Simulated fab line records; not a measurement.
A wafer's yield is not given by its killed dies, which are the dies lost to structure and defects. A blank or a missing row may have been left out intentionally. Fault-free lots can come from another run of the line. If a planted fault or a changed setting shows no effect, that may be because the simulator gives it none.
fab line records	flow n5_finfet
record: lots: 11	wafers: 33	last_day: 17
route steps=1938 shown SD_EPI_P@322 SD_ACTIVATION@331 ILD0@343 PASSIVATION@1936
lots that met no fault: taken from a fault-free run of the same line
start_h: the number of hours between the record's first day and the start of the first shown wafer of the lot	wait_h: time in hours since the lot's previous step	" identical to the entry in the row above	L1.1+2: a single row standing in for several wafers	- value missing, or start not given	* or withheld: withheld	< > ~ a bound
route shown NAME@n: names a module that has steps shown in the file, with the first one's number in the route	usual: average and standard deviation across the fault-free wafers	same: alike in all rows	chamber/n: place in a boat	sites: the reading at each site	_std_site: standard deviation of those values	_edge_site: the outer-site mean with the inner-site mean subtracted	radius_mm: how far each site lies from the wafer's centre	mask NAME#n: copy n	behind: the tool/chamber that last shaped the wafer	hold: why the lot went on hold/how many hours it stayed there/how the hold came to an end	device: whichever transistor did not switch (one of n, p or np)	end of line: the route-end tests of the same wafers	for a step that has no rows: nothing shown but its recipe	killed: dies that structure and defects cost at the first sort, which is not the same as the wafer's yield	map: dies across one wafer; x = killed, . = not, _ = none there
set.NAME: setting as actually run; set.NAME@STEP: the setting as run at that earlier step	model.NAME: the simulator's own value behind a step, which no gauge read
one table for each step of the route and one row for each wafer, over a sample of lots
services: the hour from which a tool's chamber was out of use, counted from the record's first day as start_h (under 0 if before that day), plus the number of hours and why
== steps ==
step: N5_SD_EPI_P_EPI_MEAS_23
recipe: mode: xrd
usual: thk_nm: 60.7/1.3
lot.wafer	tool	chamber	start_h	wait_h	thk_nm
L468.4	film_metro-02	-	58.96	0.8	60.2
L468.5	"	-	"	"	60.6
L468.6	"	-	"	"	60.9
L469.1	film_metro-01	-	65.78	2.4	61.0
L469.3	"	-	"	"	61.2
L469.6	"	-	"	"	58.8
L471.1	film_metro-01	-	79.61	2.4	59.6
L471.2	"	-	"	"	61.3
L471.5	"	-	"	"	59.8
L477.3	film_metro-01	-	116.29	1.5	61.1
L477.4	"	-	"	"	60.5
L477.5	"	-	"	"	60.5
L478.4	film_metro-01	-	118.22	0.8	62.8
L478.5	"	-	"	"	61.2
L478.6	"	-	"	"	60.9
L484.3	film_metro-01	-	151.23	1.1	60.0
L484.4	"	-	"	"	61.9
L484.6	"	-	"	"	59.9
L486.1	film_metro-02	-	167.82	1.9	62.2
L486.2	"	-	"	"	59.6
L486.3	"	-	"	"	60.8
L488.1	film_metro-02	-	178.46	1.8	61.0
L488.4	"	-	"	"	63.6
L488.6	"	-	"	"	61.6
L489.1	film_metro-02	-	189.38	2.5	60.6
L489.4	"	-	"	"	61.4
L489.5	"	-	"	"	60.6
L491.2	film_metro-02	-	196.42	1.5	60.6
L491.3	"	-	"	"	59.0
L491.6	"	-	"	"	59.6
L490.3	film_metro-01	-	197.36	1.1	61.3
L490.4	"	-	"	"	61.3
L490.6	"	-	"	"	61.9
step: N5_SD_EPI_P_PRECLEAN_33
recipe: chemistry: SC2	time_s: 45	temp_c: 35	mix: 1:1:50
usual: bath_heat_duty_pct: 3.4/0.53
lot.wafer	tool	chamber	start_h	wait_h	bath_heat_duty_pct
L468.4	wet_bench-03	0	59.08	0.0	2.6
L468.5	"	3	"	"	3.2
L468.6	"	7	"	"	2.8
L469.1	wet_bench-06	4	65.90	0.0	3.3
L469.3	"	1	"	"	3.5
L469.6	"	7	"	"	4.2
L471.1	wet_bench-03	5	79.73	0.0	4.4
L471.2	"	4	"	"	3.0
L471.5	"	6	"	"	3.1
L477.3	wet_bench-03	3	116.40	0.0	2.6
L477.4	"	7	"	"	3.3
L477.5	"	1	"	"	3.2
L478.4	wet_bench-06	2	118.33	0.0	3.9
L478.5	"	4	"	"	3.5
L478.6	"	3	"	"	2.6
L484.3	wet_bench-04	4	151.35	0.0	3.0
L484.4	"	1	"	"	3.2
L484.6	"	6	"	"	2.6
L486.1	wet_bench-06	4	167.95	0.0	3.6
L486.2	"	0	"	"	3.5
L486.3	"	2	"	"	3.1
L488.1	wet_bench-04	2	178.58	0.0	3.7
L488.4	"	1	"	"	2.8
L488.6	"	6	"	"	3.9
L489.1	wet_bench-04	2	189.50	0.0	3.7
L489.4	"	6	"	"	2.8
L489.5	"	5	"	"	3.5
L491.2	wet_bench-06	7	196.54	0.0	4.5
L491.3	"	3	"	"	2.8
L491.6	"	2	"	"	2.8
L490.3	wet_bench-03	6	197.48	0.0	3.7
L490.4	"	3	"	"	2.5
L490.6	"	2	"	"	3.9
step: N5_SD_EPI_P_INSPECT_26
recipe: inspect_instrument: darkfield	mode: post_epi
usual: raw_defect_count: 193/41
lot.wafer	tool	chamber	start_h	wait_h	raw_defect_count
L468.4	defect_inspect-02	-	59.14	0.0	231
L468.5	"	-	"	"	246
L468.6	"	-	"	"	172
L469.1	defect_inspect-01	-	65.95	0.0	157
L469.3	"	-	"	"	146
L469.6	"	-	"	"	171
L471.1	defect_inspect-02	-	79.79	0.0	226
L471.2	"	-	"	"	178
L471.5	"	-	"	"	127
L477.3	defect_inspect-01	-	116.46	0.0	170
L477.4	"	-	"	"	1549
L477.5	"	-	"	"	212
L478.4	defect_inspect-01	-	118.39	0.0	169
L478.5	"	-	"	"	194
L478.6	"	-	"	"	219
L484.3	defect_inspect-01	-	151.41	0.0	253
L484.4	"	-	"	"	161
L484.6	"	-	"	"	185
L486.1	defect_inspect-02	-	168.01	0.0	158
L486.2	"	-	"	"	154
L486.3	"	-	"	"	187
L488.1	defect_inspect-02	-	178.63	0.0	264
L488.4	"	-	"	"	297
L488.6	"	-	"	"	222
L489.1	defect_inspect-01	-	189.56	0.0	303
L489.4	"	-	"	"	238
L489.5	"	-	"	"	272
L491.2	defect_inspect-01	-	196.60	0.0	147
L491.3	"	-	"	"	136
L491.6	"	-	"	"	142
L490.3	defect_inspect-01	-	197.53	0.0	185
L490.4	"	-	"	"	167
L490.6	"	-	"	"	201
step: N5_SD_ACTIVATION_LSA_01
recipe: temp_c: 1080	time_s: 0.0008	ambient: N2
usual: wafer_temp_C_max: 1084.9/1.5
lot.wafer	tool	chamber	start_h	wait_h	wafer_temp_C_max
L468.4	laser_anneal-01	0	59.46	0.2	1084.9
L468.5	"	0	"	"	1083.0
L468.6	"	0	"	"	1082.5
L469.1	laser_anneal-01	0	66.18	0.2	1083.3
L469.3	"	0	"	"	1085.2
L469.6	"	0	"	"	1083.3
L471.1	laser_anneal-01	0	80.02	0.2	1082.4
L471.2	"	0	"	"	1083.5
L471.5	"	0	"	"	1083.9
L477.3	laser_anneal-02	0	116.79	0.2	1087.0
L477.4	"	0	"	"	1087.1
L477.5	"	0	"	"	1086.4
L478.4	laser_anneal-01	0	118.71	0.2	1082.4
L478.5	"	0	"	"	1082.8
L478.6	"	0	"	"	1084.2
L484.3	laser_anneal-01	0	151.71	0.2	1083.2
L484.4	"	0	"	"	1083.0
L484.6	"	0	"	"	1085.1
L486.1	laser_anneal-01	0	168.33	0.2	1084.4
L486.2	"	0	"	"	1084.1
L486.3	"	0	"	"	1082.5
L488.1	laser_anneal-01	0	178.88	0.2	1083.5
L488.4	"	0	"	"	1083.9
L488.6	"	0	"	"	1084.3
L489.1	laser_anneal-01	0	189.79	0.2	1082.3
L489.4	"	0	"	"	1085.0
L489.5	"	0	"	"	1084.2
L491.2	laser_anneal-01	0	197.00	0.2	1084.0
L491.3	"	0	"	"	1084.4
L491.6	"	0	"	"	1083.7
L490.3	laser_anneal-01	0	198.00	0.2	1084.0
L490.4	"	0	"	"	1084.4
L490.6	"	0	"	"	1083.7
step: N5_SD_ACTIVATION_INSPECT_02
recipe: inspect_instrument: darkfield	mode: post_anneal
usual: raw_defect_count: 193/41
lot.wafer	tool	chamber	start_h	wait_h	raw_defect_count
L468.4	defect_inspect-02	-	59.89	0.1	238
L468.5	"	-	"	"	229
L468.6	"	-	"	"	166
L469.1	defect_inspect-01	-	66.70	0.2	158
L469.3	"	-	"	"	148
L469.6	"	-	"	"	158
L471.1	defect_inspect-01	-	80.54	0.2	228
L471.2	"	-	"	"	179
L471.5	"	-	"	"	131
L477.3	defect_inspect-02	-	117.25	0.1	164
L477.4	"	-	"	"	1561
L477.5	"	-	"	"	204
L478.4	defect_inspect-02	-	119.14	0.1	175
L478.5	"	-	"	"	201
L478.6	"	-	"	"	200
L484.3	defect_inspect-02	-	152.18	0.1	245
L484.4	"	-	"	"	156
L484.6	"	-	"	"	166
L486.1	defect_inspect-01	-	168.87	0.2	171
L486.2	"	-	"	"	159
L486.3	"	-	"	"	190
L488.1	defect_inspect-01	-	179.40	0.2	277
L488.4	"	-	"	"	313
L488.6	"	-	"	"	230
L489.1	defect_inspect-01	-	190.31	0.2	300
L489.4	"	-	"	"	240
L489.5	"	-	"	"	268
L491.2	defect_inspect-02	-	197.50	0.1	147
L491.3	"	-	"	"	128
L491.6	"	-	"	"	148
L490.3	defect_inspect-02	-	198.46	0.1	182
L490.4	"	-	"	"	181
L490.6	"	-	"	"	195
step: N5_ILD0_ALD_15
recipe: material: SiNx	target_thk_a: 240	temp_c: 400	ald_precursor_family: SiH2I2	ald_co_reactant: N2/H2-plasma	pulse_time_s: 1	ald_cycles: 480	purge_time_s: 2	co_reactant_purge_time_s: 2	pressure_torr: 2
usual: heater_power_w: 860/68	precursor_pulse_height_rel: 1.001/0.021
same: ald_cycles: 480
lot.wafer	tool	chamber	start_h	wait_h	heater_power_w	precursor_pulse_height_rel
L468.4	ald_sin-01	1	63.63	0.2	958	1.028
L468.5	"	1	64.72	1.2	967	1.003
L468.6	"	2	"	"	816	0.972
L469.1	ald_sin-02	1	70.57	0.6	826	1.009
L469.3	"	3	"	"	877	0.984
L469.6	"	1	71.66	1.1	815	1.013
L471.1	ald_sin-01	1	84.33	0.6	934	1.006
L471.2	"	2	"	"	842	1.042
L471.5	"	1	85.41	1.2	975	0.992
L477.3	ald_sin-03	1	120.99	0.4	930	1.009
L477.4	"	0	"	"	815	1.001
L477.5	"	1	122.08	1.2	932	1.019
L478.4	ald_sin-02	1	123.23	0.2	828	0.999
L478.5	"	0	124.32	1.2	934	1.032
L478.6	"	1	"	"	797	0.980
L484.3	ald_sin-02	1	157.06	0.7	822	1.001
L484.4	"	0	"	"	949	1.036
L484.6	"	1	158.14	1.5	828	1.024
L486.1	ald_sin-01	3	172.64	0.6	740	1.024
L486.2	"	0	"	"	733	0.997
L486.3	"	1	"	"	999	1.010
L488.1	ald_sin-02	3	184.76	1.9	922	0.993
L488.4	"	2	"	"	847	1.018
L488.6	"	2	185.85	2.4	839	1.014
L489.1	ald_sin-03	1	194.54	0.6	915	0.983
L489.4	"	0	"	"	808	0.984
L489.5	"	1	195.63	1.2	911	1.002
L491.2	ald_sin-03	3	201.64	0.5	943	1.006
L491.3	"	2	"	"	777	0.988
L491.6	"	2	202.72	1.1	771	0.975
L490.3	ald_sin-02	1	202.20	0.4	844	1.004
L490.4	"	2	"	"	831	0.998
L490.6	"	3	203.28	1.1	860	1.029
step: N5_PASSIVATION_PROBE_49
usual: killed_at_M0_to_M3: 35/11	killed_at_M4_up: 14/5.4	killed_at_contacts: 12/6.2	killed_at_front_end: 38/11	killed_at_other: 4.1/2.8	killed_dies: 103/17	killed_open: 66/13	killed_short: 34/8.2
same: gross_dies: 1180	killed_at_back_side: 0
lot.wafer	tool	chamber	start_h	wait_h	killed_at_M0_to_M3	killed_at_M4_up	killed_at_contacts	killed_at_front_end	killed_at_other	killed_dies	killed_open	killed_short
L468.4	prober-02	-	252.27	0.2	27	10	3	39	3	82	56	23
L468.5	prober-02	-	252.32	0.2	26	14	7	27	2	76	42	32
L468.6	prober-02	-	252.37	0.3	21	12	3	28	3	67	30	32
L469.1	prober-02	-	266.51	0.0	39	23	16	28	1	107	77	28
L469.3	prober-02	-	266.61	0.1	57	21	13	48	5	144	93	47
L469.6	prober-02	-	266.76	0.3	30	19	10	48	2	109	75	26
L471.1	prober-02	-	277.98	0.0	39	14	21	55	5	134	88	42
L471.2	prober-02	-	278.03	0.1	33	20	9	18	5	85	59	25
L471.5	prober-02	-	278.18	0.2	33	17	13	33	1	97	68	23
L478.4	prober-02	-	334.24	0.2	22	11	11	33	16	93	49	42
L478.5	prober-02	-	334.29	0.2	27	13	12	66	8	126	79	44
L478.6	prober-02	-	334.34	0.3	25	9	20	40	1	95	55	38
L477.3	prober-01	-	334.87	0.1	24	13	26	54	2	119	76	39
L477.4	prober-01	-	334.92	0.2	20	13	22	199	3	257	66	29
L477.5	prober-01	-	334.97	0.2	25	14	18	36	2	95	64	28
L484.3	prober-01	-	358.67	0.1	58	10	10	26	5	109	72	37
L484.4	prober-01	-	358.72	0.2	36	5	14	30	2	87	59	27
L484.6	prober-01	-	358.82	0.3	34	9	11	31	4	89	67	22
killed by level:class
L468.4 DUMMY_GATE:geometric_particle:open=8 BEOL_M0_SAQP:geometric_particle:open=7 FIN_SAQP:geometric_particle:open=6 FIN_SAQP:geometric_particle:short=6 STI_FIN_REVEAL:geometric_particle:open=6 BEOL_M3:geometric_particle:open=6 BEOL_M0_SAQP:geometric_particle:short=5 GATE_CUT:geometric_particle:short=4
L468.5 BEOL_M2:geometric_particle:open=7 BEOL_M0_SAQP:geometric_particle:short=6 BEOL_M4:geometric_particle:short=5 FIN_SAQP:geometric_particle:open=4 FIN_SAQP:geometric_particle:short=4 MOL_CONTACT_COAG:geometric_particle:open=4 BEOL_M2:geometric_particle:short=3 BEOL_M3:geometric_particle:open=3
L468.6 BEOL_M0:geometric_particle:open=8 GATE_CUT:geometric_particle:short=6 ILD0:geometric_particle:short=4 BEOL_M0_SAQP:geometric_particle:short=4 STI_FIN_REVEAL:geometric_particle:open=3 DUMMY_GATE:geometric_particle:open=3 STI_FIN_REVEAL:geometric_particle:short=3 MOL_CONTACT_COAG:geometric_particle:open=3
L469.1 STI_FIN_REVEAL:geometric_particle:open=13 MOL_CONTACT_COAG:geometric_particle:open=13 BEOL_M4:geometric_particle:open=13 BEOL_M1:geometric_particle:open=9 BEOL_M2:geometric_particle:open=7 BEOL_M0_SAQP:geometric_particle:open=6 BEOL_M3:geometric_particle:open=6 STI_FIN_REVEAL:geometric_particle:short=4
L469.3 BEOL_M3:geometric_particle:open=13 STI_FIN_REVEAL:geometric_particle:open=11 MOL_CONTACT_COAG:geometric_particle:open=10 BEOL_M0_SAQP:geometric_particle:open=9 BEOL_M0_SAQP:geometric_particle:short=9 FIN_SAQP:geometric_particle:short=8 BEOL_M4:geometric_particle:open=8 BEOL_M1:geometric_particle:open=7
L469.6 STI_FIN_REVEAL:geometric_particle:open=18 MOL_CONTACT_COAG:geometric_particle:open=10 FIN_SAQP:geometric_particle:open=7 BEOL_M1:geometric_particle:open=7 FIN_SAQP:geometric_particle:short=6 BEOL_M0_SAQP:geometric_particle:short=5 BEOL_M4:geometric_particle:open=5 BEOL_M3:geometric_particle:open=4
L471.1 MOL_CONTACT_COAG:geometric_particle:open=17 BEOL_M3:geometric_particle:open=11 FIN_SAQP:geometric_particle:short=10 STI_FIN_REVEAL:geometric_particle:open=10 FIN_SAQP:geometric_particle:open=9 BEOL_M0_SAQP:geometric_particle:open=8 BEOL_M4:geometric_particle:open=6 SPACER0:geometric_particle:open=6
L471.2 BEOL_M4:geometric_particle:open=14 BEOL_M0_SAQP:geometric_particle:open=10 BEOL_M3:geometric_particle:open=9 MOL_CONTACT_COAG:geometric_particle:open=6 BEOL_M1:geometric_particle:open=6 STI_FIN_REVEAL:geometric_particle:open=5 FIN_SAQP:geometric_particle:short=3 MOL_CONTACT_COAG:geometric_particle:short=3
L471.5 MOL_CONTACT_COAG:geometric_particle:open=11 BEOL_M4:geometric_particle:open=11 BEOL_M0_SAQP:geometric_particle:open=10 BEOL_M1:geometric_particle:open=9 BEOL_M3:geometric_particle:open=7 STI_FIN_REVEAL:geometric_particle:open=6 FIN_SAQP:geometric_particle:short=5 STARTING-WAFER:geometric_particle:open=4
L478.4 FIN_SAQP:geometric_particle:short=16 MOL_CONTACT_COAG:geometric_particle:open=10 PASS1_DEP:geometric_particle:open=5 FIN_SAQP:geometric_particle:open=4 STI_FIN_REVEAL:geometric_particle:open=4 BEOL_M0:geometric_particle:short=3 BEOL_M0:geometric_particle:open=3 BEOL_M3:geometric_particle:open=3
L478.5 STI_FIN_REVEAL:geometric_particle:open=17 MOL_CONTACT_COAG:geometric_particle:open=10 FIN_SAQP:geometric_particle:short=9 BEOL_M1:geometric_particle:open=9 DUMMY_GATE:geometric_particle:open=9 GATE_CUT:geometric_particle:short=8 FIN_SAQP:geometric_particle:open=6 GATE_CUT:geometric_particle:open=5
L478.6 FIN_SAQP:geometric_particle:open=9 FIN_SAQP:geometric_particle:short=9 MOL_CONTACT_COAG:geometric_particle:open=9 MOL_CONTACT_COAG:geometric_particle:short=9 BEOL_M1:geometric_particle:open=8 STI_FIN_REVEAL:geometric_particle:open=6 BEOL_M0_SAQP:geometric_particle:short=6 BEOL_M1:geometric_particle:short=5
L477.3 MOL_CONTACT_COAG:geometric_particle:open=23 FIN_SAQP:geometric_particle:open=15 FIN_SAQP:geometric_particle:short=13 BEOL_M0_SAQP:geometric_particle:short=7 GATE_CUT:geometric_particle:open=6 STI_FIN_REVEAL:geometric_particle:open=5 BEOL_M4:geometric_particle:open=4 BEOL_M3:geometric_particle:open=4
L477.4 SD_EPI_P:unspecified=160 MOL_CONTACT_COAG:geometric_particle:open=14 STI_FIN_REVEAL:geometric_particle:open=11 MOL_CONTACT_COAG:geometric_particle:short=8 FIN_SAQP:geometric_particle:open=7 BEOL_M4:geometric_particle:open=7 BEOL_M2:geometric_particle:open=6 FIN_SAQP:geometric_particle:short=5
L477.5 MOL_CONTACT_COAG:geometric_particle:open=13 BEOL_M4:geometric_particle:open=10 DUMMY_GATE:geometric_particle:open=7 STI_FIN_REVEAL:geometric_particle:open=6 BEOL_M3:geometric_particle:short=6 BEOL_M1:geometric_particle:open=5 GATE_CUT:geometric_particle:open=4 MOL_CONTACT_COAG:geometric_particle:short=4
L484.3 BEOL_M2:geometric_particle:open=20 FIN_SAQP:geometric_particle:open=8 BEOL_M0_SAQP:geometric_particle:short=7 MOL_CONTACT_COAG:geometric_particle:open=6 BEOL_M0_SAQP:geometric_particle:open=6 BEOL_M3:geometric_particle:open=6 FIN_SAQP:geometric_particle:short=5 BEOL_M0:geometric_particle:open=5
L484.4 DUMMY_GATE:geometric_particle:open=8 MOL_CONTACT_COAG:geometric_particle:open=8 BEOL_M3:geometric_particle:open=8 BEOL_M0_SAQP:geometric_particle:short=7 MOL_CONTACT_COAG:geometric_particle:short=6 FIN_SAQP:geometric_particle:open=5 DUMMY_GATE:geometric_particle:short=5 BEOL_M1:geometric_particle:open=5
L484.6 BEOL_M2:geometric_particle:open=9 STI_FIN_REVEAL:geometric_particle:open=8 MOL_CONTACT_COAG:geometric_particle:open=8 FIN_SAQP:geometric_particle:open=7 STARTING-WAFER:geometric_particle:open=6 BEOL_M0_SAQP:geometric_particle:short=5 BEOL_M0_SAQP:geometric_particle:open=5 BEOL_M0:geometric_particle:open=5
== services ==
tool	chamber	start_h	hours	kind
ald_sin-02	1	41.32	14.1	repair
ald_sin-03	-	62.26	1.1	repair
ald_sin-03	-	85.25	14.0	pm
ald_sin-03	0	85.25	14.0	vent_cycle
ald_sin-03	1	85.25	14.0	vent_cycle
ald_sin-03	2	85.25	14.0	vent_cycle
ald_sin-03	3	85.25	14.0	vent_cycle
ald_sin-03	0	99.25	-	clean
ald_sin-03	1	99.25	-	clean
ald_sin-03	2	99.25	-	clean
ald_sin-03	3	99.25	-	clean
laser_anneal-02	-	103.80	1.5	repair
laser_anneal-01	-	116.62	1.6	pm
laser_anneal-02	-	120.51	1.6	pm
ald_sin-01	-	136.65	28.1	pm
ald_sin-01	-	164.75	6.0	pm
laser_anneal-02	-	175.14	15.6	pm
ald_sin-01	-	179.13	14.0	pm
ald_sin-01	0	179.13	14.0	vent_cycle
ald_sin-01	1	179.13	14.0	vent_cycle
ald_sin-01	2	179.13	14.0	vent_cycle
ald_sin-01	3	179.13	14.0	vent_cycle
laser_anneal-02	-	190.79	10.3	pm
ald_sin-01	0	193.13	-	clean
== key ==
first_sign: step: N5_SD_EPI_P_INSPECT_26	reading: raw_defect_count	direction: up	sigmas: 33	usual: 193	struck: 1549
effect: step: N5_SD_ACTIVATION_INSPECT_02	reading: raw_defect_count	direction: up	sigmas: 34	usual: 193	struck: 1561
effect: step: N5_PASSIVATION_PROBE_49	reading: killed_at_front_end	direction: up	sigmas: 14	usual: 38	struck: 199
more_kills_born_at: N5_SD_EPI_P_PRECLEAN_33@wet_bench-03: 160
met_at N5_SD_EPI_P_PRECLEAN_33
struck_lots L477
struck_wafers L477.4
tester_left_out L477
not_acting_at N5_SD_EPI_P_EPI_MEAS_23,N5_SD_ACTIVATION_LSA_01,N5_ILD0_ALD_15
onset_between 59.08 116.40
fault: kind: chamber_particle_source	tool: wet_bench-03	chamber: 7	onset_h: 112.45	steps: N5_SD_EPI_P_PRECLEAN_33	rate_per_visit_cm2: 2.1074	end_h: 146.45
tester_left_out: of these lots the tester's yield and bins aren't shown, on N5 and GAA mostly nor the transistor test; their killed dies are dies lost to structure and defects alone, not to doping, threshold or leakage, so they don't give the yield
